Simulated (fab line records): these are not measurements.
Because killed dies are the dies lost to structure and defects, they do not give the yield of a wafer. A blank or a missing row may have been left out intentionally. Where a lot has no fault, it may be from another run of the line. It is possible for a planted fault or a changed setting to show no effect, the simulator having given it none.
fab line records | flow nand-harc
record: lots: 15 | wafers: 45 | last-day: 34
route steps=1302 shown A_STAIRCASE@818
lots that met no fault: from a run of the same line without faults
start-h: hours from the record's opening day to when the first of the lot's shown wafers began | wait-h: hours elapsed since this lot's preceding step | " as in the row above | L1.1+2: a single row standing in for several wafers | - no value present, or no start provided | * or withheld: withheld | < > ~ a bound
route shown NAME@n: a module of which the file shows steps, and the number in the route of the first | usual: average and standard deviation across the fault-free wafers | same: alike in all rows | chamber/n: place in a boat | sites: each site's reading | _std_site: their standard deviation | _edge_site: the outer-site mean with the inner-site mean subtracted | radius-mm: how far each site lies from the wafer's centre | mask NAME#n: copy n | behind: tool/chamber where the wafer was last shaped | hold: cause of the lot's hold/its duration in hours/its outcome | device: which transistor (n, p or np) failed to switch | end of line: tests of these same wafers at the route's end | a step given without rows: its recipe and nothing more | killed: dies lost to structure and defects at the first sort, not the wafer's yield | map: a wafer's dies, x killed, . not, _ none there
set.NAME: the setting the step ran with; set.NAME@STEP: the setting that earlier step ran with | model.NAME: the simulator's own value behind a step, which no gauge read
route steps across a sampled set of lots; one table per step, one row per wafer
services: the hour from which a tool's chamber was out of use, counted from the record's first day as start-h (under 0 if before that day), plus the number of hours and why
== steps ==
step: NHARC_A_STAIRCASE_HM_DEP_462
recipe: target-thk-a: 8000 | temp-c: 400 | material: aC
usual: throttle-valve-pct: 35.000/0.0088
lot.wafer | tool       | chamber | start-h | wait-h | throttle-valve-pct
L790.2    | acl-dep-01 | 0       | 367.71  | 1.5    | 34.978
L790.5    | "          | 0       | "       | "      | 34.996
L790.6    | "          | 0       | "       | "      | 35.004
L792.1    | acl-dep-03 | 0       | 408.92  | 2.4    | 35.000
L792.2    | "          | 0       | "       | "      | 34.998
L792.6    | "          | 0       | 410.45  | 4.0    | 34.997
L793.1    | acl-dep-01 | 0       | 415.51  | 0.1    | 34.991
L793.3    | "          | 0       | "       | "      | 34.995
L793.5    | "          | 0       | "       | "      | 34.990
L794.2    | acl-dep-01 | 0       | 417.68  | 0.4    | 35.002
L794.3    | "          | 0       | "       | "      | 34.999
L794.4    | "          | 0       | "       | "      | 34.994
L797.4    | acl-dep-01 | 0       | 448.23  | 1.0    | 34.992
L797.5    | "          | 0       | "       | "      | 34.998
L797.6    | "          | 0       | "       | "      | 34.998
L801.1    | acl-dep-01 | 0       | 493.23  | 2.6    | 34.981
L801.3    | "          | 0       | "       | "      | 35.018
L801.6    | "          | 0       | "       | "      | 34.996
L802.2    | acl-dep-01 | 0       | 496.81  | 0.4    | 34.994
L802.4    | "          | 0       | "       | "      | 34.994
L802.5    | "          | 0       | "       | "      | 34.988
L800.2    | acl-dep-02 | 0       | 498.12  | 1.7    | 34.999
L800.4    | "          | 0       | "       | "      | 34.992
L800.5    | "          | 0       | "       | "      | 34.990
L803.1    | acl-dep-03 | 0       | 518.02  | 0.1    | 35.003
L803.3    | "          | 0       | "       | "      | 35.009
L803.4    | "          | 0       | "       | "      | 34.995
L804.1    | acl-dep-03 | 0       | 522.01  | 1.6    | 35.004
L804.5    | "          | 0       | 523.22  | 2.8    | 34.992
L804.6    | "          | 0       | "       | "      | 34.998
L805.1    | acl-dep-03 | 0       | 530.93  | 1.8    | 35.002
L805.4    | "          | 0       | "       | "      | 34.999
L805.5    | "          | 0       | "       | "      | 34.996
L806.1    | acl-dep-03 | 0       | 532.79  | 1.5    | 34.990
L806.4    | "          | 0       | "       | "      | 34.996
L806.6    | "          | 0       | "       | "      | 34.996
L808.2    | acl-dep-02 | 0       | 551.23  | 0.4    | 35.010
L808.4    | "          | 0       | "       | "      | 35.006
L808.5    | "          | 0       | "       | "      | 35.017
L812.1    | acl-dep-03 | 0       | 602.89  | 0.1    | 34.994
L812.4    | "          | 0       | "       | "      | 35.005
L812.6    | "          | 0       | "       | "      | 34.996
L813.2    | acl-dep-01 | 0       | 635.65  | 0.4    | 34.993
L813.3    | "          | 0       | "       | "      | 35.013
L813.5    | "          | 0       | "       | "      | 35.000
step: NHARC_A_STAIRCASE_DESCUM_312
recipe: time-s: 3 | o2-flow-sccm: 200 | ar-flow-sccm: 0 | bias-power-w: 0 | chemistry: O2
usual: drypump-motor-current-A: 6.14/0.27 | oes-product-au: 0.999/0.0082 | rf-vpp-V: 57.9/0.96 | showerhead-plenum-p-Torr: 1.93/0.1 | throttle-valve-pct: 11.311/0.0095
lot.wafer | tool        | chamber | start-h | wait-h | drypump-motor-current-A | oes-product-au | rf-hours-counter-h | rf-vpp-V | showerhead-plenum-p-Torr | throttle-valve-pct
L790.2    | rie-diel-09 | 3       | 370.12  | -      | 6.02                    | 1.004          | 16                 | 58.2     | 1.99                     | 11.326
L790.6    | "           | 3       | "       | "      | 6.01                    | 1.014          | -                  | 58.4     | 1.99                     | 11.300
L790.5    | "           | 0       | "       | "      | 6.37                    | 0.991          | -                  | 58.0     | 1.81                     | 11.322
L792.1    | rie-diel-08 | 1       | 411.63  | -      | 5.92                    | 1.000          | 11                 | 57.9     | 2.05                     | 11.304
L792.2    | "           | 0       | "       | "      | 6.45                    | 0.997          | 12                 | 58.9     | 1.93                     | 11.314
L792.6    | "           | 1       | "       | "      | 5.92                    | 0.996          | -                  | 58.0     | 2.05                     | 11.298
L793.1    | rie-diel-08 | 2       | 420.89  | -      | 6.32                    | 0.997          | 15                 | 58.7     | 2.07                     | 11.307
L793.3    | "           | 1       | "       | "      | 5.92                    | 1.002          | 17                 | 57.9     | 2.05                     | 11.311
L793.5    | "           | 2       | "       | "      | 6.31                    | 0.999          | -                  | 57.8     | 2.07                     | 11.313
L794.2    | rie-diel-05 | 0       | 420.93  | -      | 5.81                    | 1.009          | 4                  | 57.0     | 1.88                     | 11.309
L794.4    | "           | 1       | "       | "      | 6.06                    | 1.002          | 2                  | 58.2     | 1.86                     | 11.325
L794.3    | "           | 2       | "       | "      | 6.12                    | 0.998          | 2                  | 57.9     | 1.83                     | 11.318
L797.4    | rie-diel-05 | 3       | 450.16  | -      | 6.39                    | 0.997          | 12                 | 57.7     | 2.07                     | 11.317
L797.5    | "           | 2       | "       | "      | 6.09                    | 0.999          | -                  | 57.9     | 1.83                     | 11.315
L797.6    | "           | 3       | "       | "      | 6.40                    | 0.988          | -                  | 57.3     | 2.07                     | 11.314
L801.3    | rie-diel-09 | 0       | 496.12  | -      | 6.40                    | 0.998          | 57                 | 58.8     | 1.80                     | 11.312
L801.1    | "           | 2       | "       | "      | 6.31                    | 0.992          | 54                 | 58.0     | 1.81                     | 11.324
L801.6    | "           | 0       | "       | "      | 6.41                    | 0.997          | -                  | 59.2     | 1.80                     | 11.328
L802.2    | rie-diel-08 | 3       | 499.24  | -      | 6.29                    | 0.996          | 34                 | 56.6     | 1.83                     | 11.308
L802.4    | "           | 0       | "       | "      | 6.41                    | 0.989          | -                  | 58.1     | 1.92                     | 11.325
L802.5    | "           | 3       | "       | "      | 6.30                    | 0.994          | -                  | 57.5     | 1.83                     | 11.325
L800.2    | rie-diel-08 | 2       | 500.76  | -      | 6.33                    | 0.994          | 39                 | 58.8     | 2.06                     | 11.298
L800.4    | "           | 0       | "       | "      | 6.41                    | 0.990          | -                  | 59.1     | 1.92                     | 11.314
L800.5    | "           | 2       | "       | "      | 6.33                    | 0.995          | -                  | 58.8     | 2.06                     | 11.317
L803.1    | rie-diel-09 | 1       | 520.92  | -      | 5.56                    | 1.003          | 3                  | 59.7     | 2.02                     | 11.304
L803.3    | "           | 3       | "       | "      | 5.98                    | 1.005          | 6                  | 58.1     | 1.98                     | 11.317
L803.4    | "           | 0       | "       | "      | 6.40                    | 1.003          | 4                  | 57.0     | 1.80                     | 11.316
L804.1    | rie-diel-09 | 0       | 524.84  | -      | 6.42                    | 1.008          | 4                  | 57.1     | 1.80                     | 11.314
L804.5    | "           | 0       | "       | "      | 6.40                    | 1.017          | -                  | 57.1     | 1.80                     | 11.316
L804.6    | "           | 1       | "       | "      | 5.55                    | 1.008          | -                  | 57.3     | 2.02                     | 11.314
L805.4    | rie-diel-09 | 1       | 533.79  | -      | 5.53                    | 1.015          | 5                  | 57.9     | 2.02                     | 11.322
L805.1    | "           | 2       | "       | "      | 6.27                    | 0.999          | 9                  | 57.5     | 1.81                     | 11.304
L805.5    | "           | 2       | "       | "      | 6.27                    | 1.000          | -                  | 57.8     | 1.81                     | 11.324
L806.1    | rie-diel-08 | 1       | 535.61  | -      | 5.91                    | 0.999          | 50                 | 58.7     | 2.04                     | 11.327
L806.4    | "           | 0       | "       | "      | 6.42                    | 1.003          | 55                 | 58.6     | 1.91                     | 11.334
L806.6    | "           | 1       | "       | "      | 5.93                    | 1.006          | -                  | 59.1     | 2.04                     | 11.298
L808.2    | rie-diel-09 | 3       | 553.78  | -      | 6.01                    | 0.993          | 14                 | 57.0     | 1.97                     | 11.296
L808.4    | "           | 1       | "       | "      | 5.56                    | 1.002          | 13                 | 57.5     | 2.02                     | 11.309
L808.5    | "           | 3       | "       | "      | 6.02                    | 1.004          | -                  | 56.0     | 1.97                     | 11.294
L812.1    | rie-diel-05 | 1       | 605.64  | -      | 6.04                    | 1.001          | 4                  | 56.0     | 1.84                     | 11.297
L812.4    | "           | 2       | "       | "      | 6.09                    | 0.984          | 6                  | 58.0     | 1.81                     | 11.295
L812.6    | "           | 0       | "       | "      | 5.86                    | 0.992          | -                  | 59.7     | 1.86                     | 11.312
L813.2    | rie-diel-05 | 3       | 638.21  | -      | 6.40                    | 1.012          | 14                 | 59.3     | 2.05                     | 11.299
L813.3    | "           | 1       | "       | "      | 6.06                    | 1.016          | 12                 | 56.8     | 1.84                     | 11.311
L813.5    | "           | 3       | "       | "      | 6.38                    | 1.006          | -                  | 59.0     | 2.05                     | 11.307
step: NHARC_A_STAIRCASE_ETCHBACK_416
recipe: target-depth-a: 360 | time-s: 7.2 | c4f8-flow-sccm: withheld | o2-flow-sccm: 8 | ar-flow-sccm: withheld | rf-w: 600 | bias-w: 800 | chemistry: C4F8/O2/Ar
usual: oes-product-au: 0.926/0.0095 | rf-vpp-V: 723/5.2
lot.wafer | tool        | chamber | start-h | wait-h | oes-product-au | rf-hours-counter-h | rf-vpp-V
L790.2    | rie-diel-05 | 0       | -       | -      | 0.937          | 47                 | 721
L790.6    | "           | 1       | "       | "      | 0.920          | -                  | 719
L790.5    | "           | 2       | "       | "      | 0.933          | -                  | 720
L792.1    | rie-diel-08 | 1       | -       | -      | 0.925          | 13                 | 732
L792.2    | "           | 0       | "       | "      | 0.928          | 14                 | 724
L792.6    | "           | 0       | "       | "      | 0.926          | -                  | 725
L794.4    | rie-diel-08 | 1       | -       | -      | 0.935          | 19                 | 730
L794.2    | "           | 3       | "       | "      | 0.916          | 14                 | 719
L794.3    | "           | 0       | "       | "      | 0.932          | 18                 | 724
L793.3    | rie-diel-08 | 0       | -       | -      | 0.929          | 18                 | 725
L793.1    | "           | 1       | "       | "      | 0.934          | 19                 | 728
L793.5    | "           | 2       | "       | "      | 0.918          | -                  | 730
L797.6    | rie-diel-05 | 3       | -       | -      | 0.921          | -                  | 729
L797.5    | "           | 1       | "       | "      | 0.909          | -                  | 718
L797.4    | "           | 2       | "       | "      | 0.929          | -                  | 719
L801.3    | rie-diel-05 | 3       | -       | -      | 0.917          | 30                 | 731
L801.1    | "           | 1       | "       | "      | 0.914          | 29                 | 720
L801.6    | "           | 2       | "       | "      | 0.921          | -                  | 716
L802.4    | rie-diel-05 | 3       | -       | -      | 0.924          | 32                 | 730
L802.2    | "           | 0       | "       | "      | 0.938          | 20                 | 723
L802.5    | "           | 3       | "       | "      | 0.927          | -                  | 731
L800.4    | rie-diel-05 | 3       | -       | -      | 0.912          | 32                 | 730
L800.2    | "           | 0       | "       | "      | 0.917          | 21                 | 720
L800.5    | "           | 2       | "       | "      | 0.923          | -                  | 719
L803.4    | rie-diel-08 | 2       | -       | -      | 0.917          | 48                 | 730
L803.3    | "           | 3       | "       | "      | 0.922          | 43                 | 719
L803.1    | "           | 0       | "       | "      | 0.927          | 51                 | 722
L804.1    | rie-diel-05 | 3       | -       | -      | 0.919          | 42                 | 730
L804.6    | "           | 1       | "       | "      | 0.907          | -                  | 721
L804.5    | "           | 2       | "       | "      | 0.917          | -                  | 718
L805.4    | rie-diel-09 | 3       | -       | -      | 0.929          | 11                 | 727
L805.1    | "           | 1       | "       | "      | 0.925          | 9                  | 726
L805.5    | "           | 3       | "       | "      | 0.929          | -                  | 727
L806.4    | rie-diel-05 | 3       | -       | -      | 0.921          | 45                 | 729
L806.1    | "           | 2       | "       | "      | 0.933          | 46                 | 718
L806.6    | "           | 3       | "       | "      | 0.927          | -                  | 730
L808.4    | rie-diel-05 | 2       | -       | -      | 0.927          | 50                 | 717
L808.2    | "           | 3       | "       | "      | 0.920          | 50                 | 732
L808.5    | "           | 0       | "       | "      | 0.938          | -                  | 721
L812.1    | rie-diel-08 | 0       | -       | -      | 0.934          | 17                 | 722
L812.4    | "           | 0       | "       | "      | 0.932          | -                  | 723
L812.6    | "           | 2       | "       | "      | 0.931          | -                  | 731
L813.3    | rie-diel-08 | 0       | -       | -      | 0.938          | 27                 | 723
L813.2    | "           | 1       | "       | "      | 0.933          | 28                 | 730
L813.5    | "           | 3       | "       | "      | 0.939          | -                  | 718
step: NHARC_A_STAIRCASE_ANNEAL_323
recipe: temp-c: 750 | time-s: 1800
usual: run-length-s: 1821/4.2 | spike-tc-bottom-C: 767/3.1 | spike-tc-centre-C: 751.1/1.3 | spike-tc-upper-C: 749.8/0.94
lot.wafer | tool       | chamber | start-h | wait-h | run-length-s | spike-tc-bottom-C | spike-tc-centre-C | spike-tc-upper-C
L790.2    | furnace-05 | 0       | 401.65  | -      | 1825         | 765               | 751.5             | 750.2
L790.5    | "          | 0       | "       | "      | 1825         | 765               | 752.0             | 751.1
L790.6    | "          | 0       | "       | "      | 1825         | 764               | 750.9             | 750.0
L792.1    | furnace-07 | 0       | 440.54  | -      | 1819         | 771               | 752.2             | 750.1
L792.2    | "          | 0       | "       | "      | 1819         | 770               | 750.2             | 749.1
L792.6    | "          | 0       | "       | "      | 1819         | 770               | 752.1             | 749.2
L793.1    | furnace-05 | 0       | 453.71  | -      | 1821         | 764               | 752.6             | 749.3
L793.3    | "          | 0       | "       | "      | 1821         | 763               | 753.5             | 751.3
L793.5    | "          | 0       | "       | "      | 1821         | 763               | 751.8             | 750.1
L794.2    | furnace-05 | 0       | 453.71  | -      | 1828         | 763               | 750.7             | 749.7
L794.3    | "          | 0       | "       | "      | 1828         | 764               | 752.9             | 752.0
L794.4    | "          | 0       | "       | "      | 1828         | 764               | 751.2             | 749.6
L797.4    | furnace-02 | 0       | 479.20  | -      | 1818         | 763               | 749.3             | 748.6
L797.5    | "          | 0       | "       | "      | 1818         | 765               | 749.0             | 749.4
L797.6    | "          | 0       | "       | "      | 1818         | 765               | 751.1             | 750.8
L800.2    | furnace-07 | 0       | 523.45  | -      | 1822         | 771               | 751.3             | 748.9
L800.4    | "          | 0       | "       | "      | 1822         | 772               | 750.7             | 750.4
L800.5    | "          | 0       | "       | "      | 1822         | 771               | 750.1             | 749.7
L801.1    | furnace-07 | 0       | 523.45  | -      | 1818         | 770               | 752.2             | 750.3
L801.3    | "          | 0       | "       | "      | 1818         | 770               | 749.6             | 747.8
L801.6    | "          | 0       | "       | "      | 1818         | 770               | 749.1             | 747.7
L802.2    | furnace-07 | 0       | 523.45  | -      | 1819         | 771               | 750.0             | 750.0
L802.4    | "          | 0       | "       | "      | 1819         | 772               | 748.8             | 750.7
L802.5    | "          | 0       | "       | "      | 1819         | 772               | 752.1             | 747.7
L803.1    | furnace-07 | -       | 548.12  | -      | -            | -                 | -                 | -
L803.3    | "          | -       | "       | "      | -            | -                 | -                 | -
L803.4    | "          | -       | "       | "      | -            | -                 | -                 | -
L804.1    | furnace-07 | -       | 548.12  | -      | -            | -                 | -                 | -
L804.5    | "          | -       | "       | "      | -            | -                 | -                 | -
L804.6    | "          | -       | "       | "      | -            | -                 | -                 | -
L805.1    | furnace-02 | -       | 562.61  | -      | -            | -                 | -                 | -
L805.4    | "          | -       | "       | "      | -            | -                 | -                 | -
L805.5    | "          | -       | "       | "      | -            | -                 | -                 | -
L806.1    | furnace-02 | 0       | 562.61  | -      | 1818         | 764               | 750.0             | 751.3
L806.4    | "          | 0       | "       | "      | 1818         | 765               | 750.6             | 751.2
L806.6    | "          | 0       | "       | "      | 1818         | 766               | 754.0             | 748.4
L808.2    | furnace-07 | 0       | 586.56  | -      | 1818         | 771               | 751.0             | 748.6
L808.4    | "          | 0       | "       | "      | 1818         | 771               | 748.2             | 748.4
L808.5    | "          | 0       | "       | "      | 1818         | 772               | 750.0             | 749.5
L812.1    | furnace-02 | 0       | 641.46  | -      | 1818         | 765               | 752.5             | 750.4
L812.4    | "          | 0       | "       | "      | 1818         | 765               | 751.6             | 749.8
L812.6    | "          | 0       | "       | "      | 1818         | 766               | 751.1             | 749.3
L813.2    | furnace-02 | 0       | 668.07  | -      | 1824         | 765               | 751.1             | 749.0
L813.3    | "          | 0       | "       | "      | 1824         | 764               | 750.7             | 748.7
L813.5    | "          | 0       | "       | "      | 1824         | 765               | 751.0             | 750.1
== services ==
tool        | chamber | start-h | hours | kind
rie-diel-05 | 1       | 344.18  | 2.7   | repair
acl-dep-01  | -       | 369.24  | 13.0  | pm
rie-diel-08 | -       | 370.21  | 9.0   | pm
furnace-07  | -       | 388.09  | 26.0  | pm
rie-diel-05 | -       | 406.94  | 9.0   | pm
rie-diel-08 | 3       | 412.08  | 4.3   | repair
furnace-02  | -       | 419.60  | 9.2   | repair
rie-diel-05 | 1       | 427.45  | 4.4   | repair
acl-dep-02  | -       | 429.75  | 13.0  | pm
rie-diel-05 | 0       | 450.35  | 27.5  | repair
acl-dep-03  | -       | 481.80  | 13.0  | pm
rie-diel-08 | 1       | 488.52  | 14.4  | repair
rie-diel-09 | -       | 498.03  | 9.0   | pm
rie-diel-09 | 1       | 527.53  | 4.6   | repair
rie-diel-08 | -       | 547.21  | 9.0   | pm
acl-dep-01  | -       | 550.24  | 13.0  | pm
furnace-02  | -       | 572.52  | 26.0  | pm
rie-diel-05 | -       | 583.94  | 9.0   | pm
rie-diel-08 | 3       | 608.46  | 5.6   | repair
rie-diel-09 | 2       | 613.41  | 2.0   | repair
rie-diel-08 | 0       | 613.68  | 2.7   | repair
rie-diel-05 | 1       | 631.90  | 3.1   | repair
acl-dep-03  | -       | 649.05  | 5.0   | repair
acl-dep-03  | -       | 662.95  | 13.0  | pm
== key ==
first-sign: step: NHARC_A_STAIRCASE_ANNEAL_323 | reading: tool-record | direction: missing
effect none on later readings
met-at NHARC_A_STAIRCASE_ANNEAL_323
struck-lots L803,L804,L805
later-rows-left-out L803.1,L803.3,L803.4,L804.1,L804.5,L804.6,L805.1,L805.4,L805.5
sort-left-out L803.1,L803.3,L803.4,L804.1,L804.5,L804.6,L805.1,L805.4,L805.5
tester-left-out L803,L804,L805
not-acting-at NHARC_A_STAIRCASE_HM_DEP_462,NHARC_A_STAIRCASE_DESCUM_312,NHARC_A_STAIRCASE_ETCHBACK_416
onset-between 523.45 548.12
fault: kind: skipped-step-whole | tool: furnace-02,furnace-07 | chamber: - | onset-h: 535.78 | steps: NHARC_A_STAIRCASE_ANNEAL_323 | scope: struck-lots-only
tester-left-out: of these lots the tester's yield and bins aren't shown, on N5 and GAA mostly nor the transistor test; their killed dies are dies lost to structure and defects alone, not to doping, threshold or leakage, so they don't give the yield
sort-left-out: the simulated sort isn't trusted on such a fault, so these wafers' sort isn't shown, and their yield isn't known
later-rows-left-out: the simulator's readings of these wafers behind a module that went badly wrong aren't trusted and aren't shown, but for the sort
